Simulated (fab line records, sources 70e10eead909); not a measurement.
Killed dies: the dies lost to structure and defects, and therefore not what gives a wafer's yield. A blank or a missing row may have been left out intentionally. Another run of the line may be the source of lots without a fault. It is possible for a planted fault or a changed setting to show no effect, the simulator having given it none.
fab line records -- flow nand-harc
record lots=11, wafers=33, last-day=25
route steps=1159 shown A_STAIRCASE@668 END@1159
lots that met no fault: from a run of the same line without faults
start-h: hours from the record's opening day to when the first of the lot's shown wafers began -- wait-h: hours from the lot's prior step to this one -- " repeats the value in the row above -- L1.1+2: a row that stands for several wafers -- - value missing, or start not given -- * or withheld: withheld -- < > ~ a bound
route shown NAME@n: names a module that has steps shown in the file, with the first one's number in the route -- usual: average and standard deviation across the fault-free wafers -- same: alike in all rows -- chamber/n: place in a boat -- sites: each site's reading -- _std_site: how widely they spread, as a standard deviation -- _edge_site: mean of outer sites minus mean of inner sites -- radius-mm: for every site, how far away it sits from the centre of the wafer -- mask NAME#n: copy n -- behind: the last tool/chamber to shape the wafer -- hold: cause of the lot's hold/its duration in hours/its outcome -- device: the transistor (n, p or np) that didn't switch -- end of line: the same wafers' tests at the end of the route -- a step without rows: its recipe alone -- killed: dies lost to structure and defects at the first sort, not the wafer's yield -- map: per-die view of a wafer (x killed, . not killed, _ where there is no die)
set.NAME: the setting as run; set.NAME@STEP: as run at that earlier step -- model.NAME: the simulator's own value behind a step, which no gauge read
one table for each step of the route and one row for each wafer, over a sample of lots
services: from which hour (start-h, from the record's first day; less than 0 if before it) a tool's chamber was out of use, for how many hours, and why
## steps
# step NHARC_A_STAIRCASE_ETCH_452
# recipe target-depth-a=300, overetch-a=30, time-s=16.5, ion-energy-ev=100, cf4-flow-sccm=80, o2-flow-sccm=20, ar-flow-sccm=0, rf-w=300, bias-w=100, chemistry=CF4/O2
# usual chamber-pressure-mTorr=30.002/0.025, drypump-motor-current-A=5.9/0.42, oes_ar_750_au=1.000/0.0043, oes-product-au=1.005/0.014, rf-vpp-V=197.8/1.4, showerhead-plenum-p-Torr=1.33/0.053, throttle-valve-pct=13.397/0.0099
lot.wafer,tool,chamber,start-h,wait-h,chamber-pressure-mTorr,drypump-motor-current-A,oes_ar_750_au,oes-product-au,rf-hours-counter-h,rf-vpp-V,showerhead-plenum-p-Torr,throttle-valve-pct
L194.3,rie-diel-08,2,-,-,29.964,6.2,1.007,1.007,47,197.0,1.36,13.403
L194.4,rie-diel-08,3,-,-,29.974,6.5,1.000,1.029,44,196.6,1.28,13.403
L194.6,rie-diel-08,1,-,-,30.033,6.1,1.002,1.028,-,197.0,1.30,13.403
L200.1,rie-diel-08,3,-,-,30.060,6.5,1.002,1.028,57,196.7,1.27,13.402
L200.2,rie-diel-08,0,-,-,29.944,6.2,1.002,1.020,60,197.6,1.34,13.416
L200.3,rie-diel-08,2,-,-,29.991,6.3,0.993,1.015,60,197.3,1.36,13.406
L201.3,rie-diel-03,1,-,-,30.009,5.7,1.003,1.001,29,197.4,1.30,13.390
L201.1,rie-diel-03,3,-,-,29.975,5.6,0.996,0.987,27,196.4,1.32,13.391
L201.6,rie-diel-03,1,-,-,30.039,5.7,0.993,0.991,-,197.2,1.30,13.397
L202.1,rie-diel-01,0,-,-,30.017,5.8,0.995,0.989,54,196.1,1.23,13.401
L202.3,rie-diel-01,3,-,-,30.021,5.1,1.001,0.992,50,197.3,1.39,13.403
L202.6,rie-diel-01,1,-,-,29.981,5.2,0.999,0.986,-,199.4,1.43,13.399
L204.4,rie-diel-01,0,-,-,29.982,5.9,1.007,0.997,55,195.7,1.23,13.415
L204.1,rie-diel-01,1,-,-,29.980,5.2,0.997,0.984,55,199.0,1.43,13.400
L204.5,rie-diel-01,0,-,-,29.999,5.8,0.999,1.002,-,196.0,1.23,13.414
L203.2,rie-diel-01,3,-,-,29.995,5.0,1.000,0.997,51,199.4,1.39,13.397
L203.4,rie-diel-01,0,-,-,29.988,5.9,1.000,1.008,55,196.2,1.23,13.393
L203.6,rie-diel-01,3,-,-,29.997,5.0,0.997,1.002,-,199.7,1.39,13.376
L206.3,rie-diel-03,0,-,-,29.994,5.7,0.996,1.000,42,197.9,1.36,13.397
L206.1,rie-diel-03,1,-,-,30.007,5.6,0.993,1.004,40,197.9,1.29,13.395
L206.5,rie-diel-03,0,-,-,29.956,5.7,1.008,0.999,-,199.0,1.36,13.403
L207.3,rie-diel-03,1,-,-,29.985,5.7,0.995,1.001,40,195.4,1.29,13.391
L207.6,rie-diel-03,3,-,-,30.009,5.6,0.993,0.988,-,195.7,1.32,13.400
L207.5,rie-diel-03,0,-,-,29.974,5.7,0.992,1.004,-,199.3,1.36,13.396
L214.3,rie-diel-08,2,-,-,30.026,6.2,0.999,0.998,24,198.8,1.35,13.402
L214.2,rie-diel-08,3,-,-,30.009,6.5,1.003,1.031,23,198.4,1.27,13.408
L214.1,rie-diel-08,0,-,-,30.029,6.2,1.002,1.018,22,198.7,1.33,13.401
L216.4,rie-diel-03,1,-,-,30.014,5.7,0.996,0.990,55,196.5,1.29,13.405
L216.3,rie-diel-03,2,-,-,30.032,5.5,1.001,1.001,56,198.3,1.36,13.401
L216.2,rie-diel-03,0,-,-,30.049,5.7,1.009,1.001,59,198.6,1.35,13.397
L217.3,rie-diel-01,3,-,-,30.014,5.1,1.007,0.977,23,199.7,1.39,13.391
L217.2,rie-diel-01,0,-,-,29.994,5.8,1.001,1.000,23,200.3,1.44,13.389
L217.6,rie-diel-01,2,-,-,30.024,6.4,0.993,0.983,-,199.0,1.40,13.401
# step NHARC_A_STAIRCASE_DEP_301
# recipe target-thk-a=300, target-thk-nm=30, temp-c=400, pressure-torr=3.5, flow-sccm=200, rf-w=350, material=SiON
# usual heater-power-w=716/78, susceptor-temp-C=399.98/0.23
lot.wafer,tool,chamber,start-h,wait-h,heater-power-w,susceptor-temp-C
L194.3,pecvd-01,0,262.90,1.0,746,399.93
L194.6,pecvd-01,2,262.90,1.0,825,399.62
L194.4,pecvd-01,0,262.90,1.0,743,400.05
L200.3,pecvd-02,2,299.47,1.2,767,400.37
L200.2,pecvd-02,0,299.47,1.2,531,399.66
L200.1,pecvd-02,1,299.47,1.2,794,400.37
L201.3,pecvd-03,1,309.86,0.9,795,400.24
L201.1,pecvd-03,2,309.86,0.9,621,399.91
L201.6,pecvd-03,1,309.86,0.9,786,400.35
L202.1,pecvd-03,1,311.59,1.6,711,400.06
L202.3,pecvd-03,2,311.59,1.6,706,399.89
L202.6,pecvd-03,2,311.59,1.6,699,399.91
L204.1,pecvd-03,0,313.43,1.6,830,400.12
L204.4,pecvd-03,2,313.43,1.6,718,399.64
L204.5,pecvd-03,1,313.43,1.6,704,400.02
L203.2,pecvd-01,0,314.86,1.3,712,400.07
L203.6,pecvd-01,1,314.86,1.3,622,400.12
L203.4,pecvd-01,0,314.86,1.3,723,400.16
L206.1,pecvd-01,1,337.88,1.6,666,400.16
L206.3,pecvd-01,0,337.88,1.6,700,399.98
L206.5,pecvd-01,1,337.88,1.6,663,400.18
L207.3,pecvd-03,0,339.48,1.2,712,400.15
L207.6,pecvd-03,0,339.48,1.2,704,399.85
L207.5,pecvd-03,1,339.48,1.2,742,399.94
L214.2,pecvd-01,0,386.79,1.3,760,399.75
L214.3,pecvd-01,1,386.79,1.3,567,399.54
L214.1,pecvd-01,2,386.79,1.3,782,400.23
L216.2,pecvd-02,0,392.15,1.3,645,400.14
L216.3,pecvd-02,1,392.15,1.3,713,399.92
L216.4,pecvd-02,1,392.15,1.3,714,400.53
L217.3,pecvd-01,0,405.92,1.1,746,399.86
L217.2,pecvd-01,1,405.92,1.1,620,399.97
L217.6,pecvd-01,0,405.92,1.1,749,399.76
# step NHARC_A_STAIRCASE_HM_OPEN_463
# recipe o2-flow-sccm=400, cos-flow-sccm=20, ar-flow-sccm=0, rf-w=500, bias-w=300, chemistry=O2/COS
# usual chamber-pressure-mTorr=20.000/0.018, drypump-motor-current-A=5.9/0.46, oes-product-au=1.003/0.015, rf-vpp-V=467.6/2.9, showerhead-plenum-p-Torr=3.14/0.13, throttle-valve-pct=28.330/0.0084
lot.wafer,tool,chamber,start-h,wait-h,chamber-pressure-mTorr,drypump-motor-current-A,oes-product-au,rf-hours-counter-h,rf-vpp-V,showerhead-plenum-p-Torr,throttle-valve-pct
L194.4,rie-diel-01,1,264.13,-,20.010,5.2,1.000,42,470.3,3.35,28.329
L194.3,rie-diel-01,3,264.13,-,20.002,5.0,1.001,37,470.3,3.26,28.312
L194.6,rie-diel-01,2,264.13,-,20.011,6.3,0.983,-,470.0,3.30,28.335
L200.1,rie-diel-08,3,300.73,-,19.969,6.5,1.035,60,463.8,2.98,28.332
L200.2,rie-diel-08,0,300.73,-,20.010,6.2,1.027,62,467.8,3.12,28.328
L200.3,rie-diel-08,1,300.73,-,19.991,6.0,1.013,64,464.1,3.03,28.336
L201.1,rie-diel-08,0,311.09,-,19.993,6.2,1.018,0,468.0,3.12,28.330
L201.3,rie-diel-08,2,311.09,-,19.990,6.3,1.020,0,469.5,3.17,28.328
L201.6,rie-diel-08,0,311.09,-,20.009,6.2,1.014,-,467.8,3.12,28.327
L202.3,rie-diel-08,0,312.77,-,19.979,6.2,1.022,1,466.7,3.12,28.322
L202.1,rie-diel-08,2,312.77,-,19.967,6.3,0.948,1,467.5,3.17,28.318
L202.6,rie-diel-08,1,312.77,-,20.031,6.0,0.997,-,464.1,3.03,28.321
L204.1,rie-diel-03,3,314.58,-,19.967,5.6,0.985,33,466.1,3.08,28.340
L204.4,rie-diel-03,1,314.58,-,19.988,5.7,0.998,33,465.7,3.03,28.329
L204.5,rie-diel-03,0,314.58,-,19.978,5.7,1.001,-,468.6,3.18,28.329
L203.4,rie-diel-01,3,316.94,-,19.975,5.1,0.992,54,469.7,3.25,28.316
L203.2,rie-diel-01,2,316.94,-,19.976,6.3,0.991,60,470.0,3.29,28.316
L203.6,rie-diel-01,3,316.94,-,19.995,5.0,0.995,-,470.0,3.25,28.325
L206.3,rie-diel-08,0,339.24,-,19.975,6.2,1.015,12,467.9,3.12,28.341
L206.1,rie-diel-08,2,339.24,-,20.006,6.2,0.951,12,468.2,3.16,28.336
L206.5,rie-diel-08,3,339.24,-,19.991,6.5,0.957,-,463.8,2.97,28.343
L207.3,rie-diel-03,0,340.74,-,20.019,5.7,0.999,43,468.5,3.18,28.345
L207.5,rie-diel-03,1,340.74,-,19.978,5.6,0.999,-,462.6,3.03,28.318
L207.6,rie-diel-03,2,340.74,-,20.003,5.5,1.013,-,469.0,3.19,28.332
L214.1,rie-diel-03,2,387.88,-,19.987,5.5,1.008,57,468.2,3.18,28.326
L214.3,rie-diel-03,3,387.88,-,20.011,5.6,0.991,61,466.9,3.07,28.343
L214.2,rie-diel-03,0,387.88,-,20.009,5.7,1.003,60,468.5,3.17,28.326
L216.4,rie-diel-08,1,393.41,-,19.999,6.0,0.999,31,464.2,3.01,28.323
L216.2,rie-diel-08,2,393.41,-,19.983,6.3,1.011,32,468.5,3.16,28.325
L216.3,rie-diel-08,3,393.41,-,19.996,6.5,1.014,30,463.3,2.96,28.324
L217.3,rie-diel-08,2,407.03,-,19.996,6.3,1.016,35,467.1,3.15,28.338
L217.2,rie-diel-08,1,407.03,-,20.003,6.0,1.012,36,465.0,3.01,28.317
L217.6,rie-diel-08,2,407.03,-,19.975,6.3,1.005,-,468.8,3.15,28.343
# step NHARC_A_STAIRCASE_ETCH_315
# recipe target-depth-a=25000, time-s=607.1, ion-energy-ev=800, c4f8-flow-sccm=80, o2-flow-sccm=60, ar-flow-sccm=withheld, rf-w=600, bias-w=3000, chemistry=C4F8/O2/Ar
# usual chamber-pressure-mTorr=25.000/0.022, oes-product-au=0.936/0.016, rf-vpp-V=1829/11
lot.wafer,tool,chamber,start-h,wait-h,chamber-pressure-mTorr,oes-product-au,rf-hours-counter-h,rf-vpp-V
L194.3,rie-diel-01,1,-,-,25.018,0.909,42,1846
L194.4,rie-diel-01,1,-,-,25.007,0.909,-,1845
L194.6,rie-diel-01,2,-,-,24.979,0.911,-,1841
L200.3,rie-diel-08,3,-,-,24.958,0.946,60,1815
L200.1,rie-diel-08,1,-,-,25.011,0.945,64,1820
L200.2,rie-diel-08,2,-,-,25.017,0.948,63,1829
L201.1,rie-diel-08,0,-,-,25.030,0.936,0,1826
L201.3,rie-diel-08,2,-,-,24.989,0.936,0,1830
L201.6,rie-diel-08,1,-,-,25.042,0.919,-,1820
L202.3,rie-diel-08,0,-,-,24.990,0.962,1,1827
L202.1,rie-diel-08,1,-,-,25.019,0.936,1,1819
L202.6,rie-diel-08,0,-,-,24.956,0.950,-,1827
L204.1,rie-diel-03,1,-,-,24.991,0.928,33,1820
L204.4,rie-diel-03,3,-,-,24.993,0.937,33,1825
L204.5,rie-diel-03,1,-,-,25.029,0.931,-,1819
L203.4,rie-diel-01,3,-,-,24.991,0.938,54,1836
L203.2,rie-diel-01,1,-,-,25.031,0.928,60,1845
L203.6,rie-diel-01,0,-,-,25.032,0.931,-,1805
L206.3,rie-diel-08,3,-,-,24.954,0.970,11,1815
L206.1,rie-diel-08,0,-,-,24.991,0.953,12,1826
L206.5,rie-diel-08,3,-,-,24.992,0.972,-,1815
L207.3,rie-diel-03,1,-,-,25.056,0.940,42,1819
L207.5,rie-diel-03,1,-,-,25.002,0.925,-,1818
L207.6,rie-diel-03,2,-,-,25.001,0.938,-,1833
L214.1,rie-diel-03,0,-,-,24.962,0.937,60,1831
L214.2,rie-diel-03,2,-,-,24.981,0.939,57,1832
L214.3,rie-diel-03,3,-,-,25.030,0.926,61,1824
L216.2,rie-diel-08,0,-,-,24.998,0.952,30,1825
L216.4,rie-diel-08,1,-,-,25.040,0.931,31,1818
L216.3,rie-diel-08,2,-,-,25.029,0.939,32,1830
L217.2,rie-diel-08,0,-,-,25.022,0.950,34,1826
L217.3,rie-diel-08,2,-,-,25.004,0.939,35,1829
L217.6,rie-diel-08,0,-,-,25.027,0.953,-,1825
# step NHARC_END_SORT_01
# recipe temp-c=25
# usual killed-at-array=27/10, killed-at-other=0.6/0.96, killed-at-periphery=3.4/2.7, killed-dies=31/10, killed-open=2.9/1.8, killed-short=1.8/1.4
# same gross-dies=677
lot.wafer,tool,chamber,start-h,wait-h,killed-at-array,killed-at-other,killed-at-periphery,killed-dies,killed-open,killed-short
L194.3,prober-01,0,458.94,3.1,14,1,5,20,1,0
L194.4,prober-01,0,459.74,3.4,14,0,6,20,2,3
L194.6,prober-01,0,461.35,4.0,15,0,4,19,4,1
L200.1,prober-01,0,472.96,2.5,32,0,2,34,2,3
L200.2,prober-01,0,473.76,2.8,34,0,1,35,1,0
L200.3,prober-01,0,474.55,3.1,47,0,4,51,3,1
L202.1,prober-01,0,492.79,2.5,499,1,8,508,1,2
L202.3,prober-01,0,494.40,3.1,14,0,12,26,1,5
L202.6,prober-01,0,496.82,4.0,17,1,12,30,3,1
L204.1,prober-02,0,492.79,2.5,15,2,2,19,2,3
L204.4,prober-02,0,495.20,3.4,18,0,2,20,1,2
L204.5,prober-02,0,496.00,3.7,15,2,0,17,1,0
L201.1,prober-01,0,501.27,2.5,35,0,2,37,1,1
L201.3,prober-01,0,502.85,3.1,35,0,7,42,5,2
L201.6,prober-01,0,505.22,3.9,35,0,9,44,7,0
L203.2,prober-02,0,502.08,2.8,45,0,1,46,6,1
L203.4,prober-02,0,503.67,3.4,42,1,3,46,2,1
L203.6,prober-02,0,505.27,4.0,44,0,3,47,5,1
L206.1,prober-01,0,509.55,2.5,488,3,2,493,3,2
L206.3,prober-01,0,511.16,3.1,12,1,2,15,3,1
L206.5,prober-01,0,512.77,3.7,557,4,4,565,6,2
L207.3,prober-01,0,518.99,3.1,19,1,2,22,3,1
L207.5,prober-01,0,520.60,3.7,23,0,1,24,3,2
L207.6,prober-01,0,521.41,4.0,23,2,0,25,1,0
L214.1,prober-02,0,563.61,2.5,35,1,3,39,1,2
L214.2,prober-02,0,564.41,2.8,28,0,5,33,4,1
L214.3,prober-02,0,565.21,3.1,31,0,1,32,2,1
L216.2,prober-02,0,579.92,2.8,30,0,6,36,3,2
L216.3,prober-02,0,580.71,3.1,30,1,6,37,5,1
L216.4,prober-02,0,581.50,3.4,35,1,4,40,3,0
L217.2,prober-02,0,593.26,2.8,36,1,8,45,3,3
L217.3,prober-02,0,594.05,3.1,20,4,10,34,3,1
L217.6,prober-02,0,596.44,4.0,29,2,8,39,3,2
# killed by level:class
L194.3 A_CONTACT:chamber-film-flake=7 A_WL_FILL:chamber-film-flake=3 P_M0:chamber-film-flake=2 P_M0:geometric-particle:open=1 P_STI:chamber-film-flake=1 P_GATE:chamber-film-flake=1 A_CHANNEL_HOLE_D1:chamber-film-flake=1 A_CHANNEL_FILL_D1:chamber-film-flake=1
L194.4 A_CONTACT:chamber-film-flake=5 P_GATE:chamber-film-flake=3 P_M0:geometric-particle:open=1 A_SOURCE_PLATE:geometric-particle:short=1 A_CHANNEL_FILL_D1:geometric-particle:open=1 A_CHANNEL_FILL_D1:geometric-particle:short=1 A_CONTACT:geometric-particle:short=1 P_STI:chamber-film-flake=1
L194.6 A_CHANNEL_HOLE_D1:chamber-film-flake=4 A_STAIRCASE:chamber-film-flake=4 A_CHANNEL_FILL_D1:geometric-particle:open=2 P_STI:chamber-film-flake=2 A_CONTACT:chamber-film-flake=2 P_CONTACT:geometric-particle:short=1 P_M0:geometric-particle:open=1 A_M0:geometric-particle:open=1
L200.1 A_CHANNEL_HOLE_D1:chamber-film-flake=9 A_SLIT:chamber-film-flake=9 A_BLC:chamber-film-flake=5 A_STAIRCASE:chamber-film-flake=3 P_M0:geometric-particle:short=1 A_ONON_D1:geometric-particle:short=1 A_WL_FILL:geometric-particle:open=1 A_CONTACT:geometric-particle:open=1
L200.2 A_SLIT:chamber-film-flake=17 A_CHANNEL_HOLE_D1:chamber-film-flake=6 A_STAIRCASE:chamber-film-flake=4 A_ZERO_WELL:chamber-film-flake=2 A_WL_FILL:chamber-film-flake=2 A_BLC:chamber-film-flake=2 P_STI:geometric-particle:open=1 A_CONTACT:chamber-film-flake=1
L200.3 A_CHANNEL_HOLE_D1:chamber-film-flake=19 A_SLIT:chamber-film-flake=10 A_WL_FILL:chamber-film-flake=6 A_BLC:chamber-film-flake=4 A_STAIRCASE:chamber-film-flake=4 A_ZERO_WELL:chamber-film-flake=2 P_CONTACT:geometric-particle:open=1 P_M1:geometric-particle:short=1
L202.1 A_STAIRCASE:area-open=487 A_CHANNEL_HOLE_D1:chamber-film-flake=5 P_ZERO_WELL:chamber-film-flake=4 A_STAIRCASE:chamber-film-flake=3 P_M1:chamber-film-flake=2 A_CONTACT:chamber-film-flake=2 A_ONON_D1:geometric-particle:open=1 A_CONTACT:geometric-particle:short=1
L204.1 A_CHANNEL_HOLE_D1:chamber-film-flake=6 A_STAIRCASE:chamber-film-flake=3 A_CHANNEL_FILL_D1:geometric-particle:short=2 A_BLC:chamber-film-flake=2 P_GATE:geometric-particle:open=1 P_M1:geometric-particle:open=1 STARTING-WAFER:geometric-particle:short=1 A_ZERO_WELL:chamber-film-flake=1
L202.3 P_ZERO_WELL:chamber-film-flake=7 P_M1:chamber-film-flake=3 A_CHANNEL_HOLE_D1:chamber-film-flake=3 A_SGD_CUT:geometric-particle:short=2 A_SLIT:chamber-film-flake=2 P_CONTACT:geometric-particle:short=1 A_CHANNEL_FILL_D1:geometric-particle:short=1 A_WL_FILL:geometric-particle:short=1
L204.4 A_STAIRCASE:chamber-film-flake=7 A_CHANNEL_HOLE_D1:chamber-film-flake=5 A_BLC:chamber-film-flake=3 P_GATE:geometric-particle:short=2 A_WL_FILL:geometric-particle:open=1 A_ZERO_WELL:chamber-film-flake=1 A_CONTACT:chamber-film-flake=1
L204.5 A_STAIRCASE:chamber-film-flake=6 A_CHANNEL_HOLE_D1:chamber-film-flake=4 A_BLC:chamber-film-flake=3 THIN_TSV:chamber-film-flake=2 A_WL_FILL:geometric-particle:open=1 A_WL_FILL:chamber-film-flake=1
L202.6 P_GATE:chamber-film-flake=4 A_STAIRCASE:chamber-film-flake=4 A_SLIT:chamber-film-flake=4 P_ZERO_WELL:chamber-film-flake=3 P_M1:chamber-film-flake=3 A_CONTACT:geometric-particle:open=2 A_CHANNEL_HOLE_D1:chamber-film-flake=2 A_WL_FILL:chamber-film-flake=2
L201.1 A_SLIT:chamber-film-flake=18 A_CHANNEL_HOLE_D1:chamber-film-flake=6 A_STAIRCASE:chamber-film-flake=6 A_CONTACT:chamber-film-flake=3 A_WL_FILL:geometric-particle:short=1 A_CONTACT:geometric-particle:open=1 P_ZERO_WELL:chamber-film-flake=1 P_GATE:chamber-film-flake=1
L203.2 A_CHANNEL_HOLE_D1:chamber-film-flake=22 A_SLIT:chamber-film-flake=8 A_STAIRCASE:chamber-film-flake=6 A_CONTACT:chamber-film-flake=3 P_M1:geometric-particle:open=1 A_SOURCE_PLATE:geometric-particle:open=1 A_ONON_D1:geometric-particle:open=1 A_CHANNEL_HOLE_D1:geometric-particle:open=1
L201.3 A_SLIT:chamber-film-flake=10 A_CHANNEL_HOLE_D1:chamber-film-flake=9 A_STAIRCASE:chamber-film-flake=6 A_CONTACT:chamber-film-flake=4 P_GATE:chamber-film-flake=3 P_M1:geometric-particle:open=1 P_M2:geometric-particle:short=1 A_ONON_D1:geometric-particle:open=1
L203.4 A_CHANNEL_HOLE_D1:chamber-film-flake=21 A_SLIT:chamber-film-flake=16 A_STAIRCASE:chamber-film-flake=2 A_CONTACT:chamber-film-flake=2 P_CONTACT:geometric-particle:open=1 P_M0:geometric-particle:open=1 A_ONON_D1:geometric-particle:short=1 P_M1:chamber-film-flake=1
L201.6 A_CHANNEL_HOLE_D1:chamber-film-flake=16 A_SLIT:chamber-film-flake=9 A_STAIRCASE:chamber-film-flake=7 P_CONTACT:geometric-particle:open=2 P_M0:geometric-particle:open=2 P_GATE:chamber-film-flake=2 P_STI:geometric-particle:open=1 P_M2:geometric-particle:open=1
L203.6 A_SLIT:chamber-film-flake=16 A_CHANNEL_HOLE_D1:chamber-film-flake=15 A_STAIRCASE:chamber-film-flake=4 A_CONTACT:chamber-film-flake=4 P_CONTACT:geometric-particle:open=1 P_M2:geometric-particle:open=1 A_ONON_D1:geometric-particle:short=1 A_CHANNEL_FILL_D1:geometric-particle:open=1
L206.1 A_STAIRCASE:area-open=467 A_CHANNEL_HOLE_D1:chamber-film-flake=7 A_ZERO_WELL:chamber-film-flake=4 A_STAIRCASE:chamber-film-flake=3 THIN_TSV:chamber-film-flake=3 A_WL_FILL:chamber-film-flake=2 A_ONON_D1:geometric-particle:short=1 A_CHANNEL_FILL_D1:geometric-particle:open=1
L206.3 A_CHANNEL_HOLE_D1:chamber-film-flake=6 A_ONON_D1:geometric-particle:open=2 A_STAIRCASE:chamber-film-flake=2 P_CONTACT:geometric-particle:open=1 A_CHANNEL_FILL_D1:geometric-particle:short=1 P_STI:chamber-film-flake=1 A_CONTACT:chamber-film-flake=1 THIN_TSV:chamber-film-flake=1
L206.5 A_STAIRCASE:area-open=545 A_STAIRCASE:chamber-film-flake=4 THIN_TSV:chamber-film-flake=4 P_CONTACT:geometric-particle:open=3 P_M0:geometric-particle:open=1 A_CHANNEL_FILL_D1:geometric-particle:open=1 A_WL_FILL:geometric-particle:short=1 A_CONTACT:geometric-particle:short=1
L207.3 A_CHANNEL_HOLE_D1:chamber-film-flake=7 A_CONTACT:chamber-film-flake=6 A_ONON_D1:geometric-particle:open=1 A_CHANNEL_FILL_D1:geometric-particle:open=1 A_WL_FILL:geometric-particle:short=1 A_CONTACT:geometric-particle:open=1 P_ZERO_WELL:chamber-film-flake=1 P_M0:chamber-film-flake=1
L207.5 A_CONTACT:chamber-film-flake=8 A_CHANNEL_HOLE_D1:chamber-film-flake=5 A_STAIRCASE:chamber-film-flake=4 A_ONON_D1:geometric-particle:open=1 A_CONTACT:geometric-particle:open=1 A_BLC:geometric-particle:short=1 A_M1:geometric-particle:open=1 A_M1:geometric-particle:short=1
L207.6 A_CONTACT:chamber-film-flake=15 A_CHANNEL_HOLE_D1:chamber-film-flake=6 THIN_TSV:chamber-film-flake=2 A_SGD_CUT:geometric-particle:open=1 A_STAIRCASE:chamber-film-flake=1
L214.1 A_SLIT:chamber-film-flake=23 A_STAIRCASE:chamber-film-flake=6 P_GATE:chamber-film-flake=2 A_CHANNEL_HOLE_D1:chamber-film-flake=2 A_SGD_CUT:chamber-film-flake=2 P_M0:geometric-particle:open=1 A_SOURCE_PLATE:geometric-particle:short=1 A_WL_FILL:geometric-particle:short=1
L214.2 A_SLIT:chamber-film-flake=15 A_CHANNEL_HOLE_D1:chamber-film-flake=7 A_STAIRCASE:chamber-film-flake=2 P_STI:geometric-particle:open=1 P_GATE:geometric-particle:open=1 P_M0:geometric-particle:short=1 A_ONON_D1:geometric-particle:open=1 A_M0:geometric-particle:open=1
L214.3 A_SLIT:chamber-film-flake=22 A_M1:chamber-film-flake=2 P_M1:geometric-particle:open=1 A_CHANNEL_HOLE_D1:geometric-particle:short=1 A_M1:geometric-particle:open=1 A_CHANNEL_HOLE_D1:chamber-film-flake=1 A_STAIRCASE:chamber-film-flake=1 A_SGD_CUT:chamber-film-flake=1
L216.2 A_CHANNEL_HOLE_D1:chamber-film-flake=19 P_BONDPAD:chamber-film-flake=4 A_CONTACT:chamber-film-flake=4 P_ZERO_WELL:chamber-film-flake=2 A_ONON_D1:geometric-particle:open=1 A_CHANNEL_FILL_D1:geometric-particle:open=1 A_CHANNEL_FILL_D1:geometric-particle:short=1 A_WL_FILL:geometric-particle:short=1
L216.3 A_CHANNEL_HOLE_D1:chamber-film-flake=15 A_CONTACT:chamber-film-flake=8 A_CHANNEL_FILL_D1:geometric-particle:open=2 P_M0:chamber-film-flake=2 P_BONDPAD:chamber-film-flake=2 P_CONTACT:geometric-particle:short=1 A_CONTACT:geometric-particle:open=1 A_M0:geometric-particle:open=1
L216.4 A_CHANNEL_HOLE_D1:chamber-film-flake=24 A_CONTACT:chamber-film-flake=7 P_CONTACT:geometric-particle:open=2 A_SLIT:chamber-film-flake=2 A_CONTACT:geometric-particle:open=1 P_M0:chamber-film-flake=1 P_BONDPAD:chamber-film-flake=1 A_BONDPAD:chamber-film-flake=1
L217.2 A_SLIT:chamber-film-flake=22 P_CONTACT:chamber-film-flake=7 A_CONTACT:chamber-film-flake=3 A_M0:chamber-film-flake=3 P_M0:geometric-particle:short=1 A_CHANNEL_HOLE_D1:geometric-particle:short=1 A_CHANNEL_FILL_D1:geometric-particle:short=1 A_CHANNEL_FILL_D1:geometric-particle:open=1
L217.3 A_SLIT:chamber-film-flake=15 P_CONTACT:chamber-film-flake=6 THIN_TSV:chamber-film-flake=3 P_CONTACT:geometric-particle:open=1 P_M0:geometric-particle:open=1 A_M0:geometric-particle:open=1 STARTING-WAFER:geometric-particle:short=1 P_GATE:chamber-film-flake=1
L217.6 A_SLIT:chamber-film-flake=17 A_CONTACT:chamber-film-flake=4 P_CONTACT:chamber-film-flake=3 A_M0:chamber-film-flake=3 THIN_TSV:chamber-film-flake=2 P_ZERO_WELL:geometric-particle:short=1 P_CONTACT:geometric-particle:open=1 P_M0:geometric-particle:open=1
## services
tool,chamber,start-h,hours,kind
pecvd-01,-,237.24,13.0,pm
rie-diel-08,0,256.77,-,clean
rie-diel-08,1,256.77,-,clean
rie-diel-08,2,256.77,-,clean
rie-diel-08,3,256.77,-,clean
rie-diel-01,0,264.34,4.4,repair
rie-diel-08,3,265.31,3.5,repair
rie-diel-08,0,281.27,-,clean
rie-diel-08,1,281.27,-,clean
rie-diel-08,2,281.27,-,clean
rie-diel-08,3,281.27,-,clean
pecvd-03,-,292.59,13.0,pm
rie-diel-08,-,301.80,9.0,pm
rie-diel-08,0,301.80,9.0,vent-cycle
rie-diel-08,1,301.80,9.0,vent-cycle
rie-diel-08,2,301.80,9.0,vent-cycle
pecvd-02,0,318.87,2.6,repair
rie-diel-01,-,323.45,9.0,pm
pecvd-03,-,331.36,0.9,repair
pecvd-02,-,334.25,13.0,pm
pecvd-01,-,338.51,46.1,repair
pecvd-03,0,360.79,7.0,repair
rie-diel-03,-,392.35,9.0,pm
pecvd-03,2,395.36,10.0,repair
## key
first-sign step=NHARC_A_STAIRCASE_HM_OPEN_463, reading=oes-product-au, direction=down, sigmas=3.4, usual=1.003, struck=0.952
effect step=NHARC_END_SORT_01, reading=killed-dies, direction=up, sigmas=49, usual=31, struck=522
more-kills-born-at NHARC_A_STAIRCASE_HM_OPEN_463@rie-diel-08=1499
met-at NHARC_A_STAIRCASE_HM_OPEN_463
struck-lots L202,L206
struck-wafers L202.1,L206.1,L206.5
later-rows-left-out L202.1,L206.1,L206.5
tester-left-out L202,L206
not-acting-at NHARC_A_STAIRCASE_ETCH_452,NHARC_A_STAIRCASE_DEP_301,NHARC_A_STAIRCASE_ETCH_315
onset-between 311.09 312.77
fault kind=process-parameter-drift, tool=rie-diel-08, chamber=-, onset-h=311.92, steps=NHARC_A_STAIRCASE_HM_OPEN_463, channel=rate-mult, offset=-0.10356, shape=step, end-h=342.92, scope=struck-wafers-only
# tester-left-out: of these lots the tester's yield and bins aren't shown, on N5 and GAA mostly nor the transistor test; their killed dies are dies lost to structure and defects alone, not to doping, threshold or leakage, so they don't give the yield
# later-rows-left-out: the simulator's readings of these wafers behind a module that went badly wrong aren't trusted and aren't shown, but for the sort
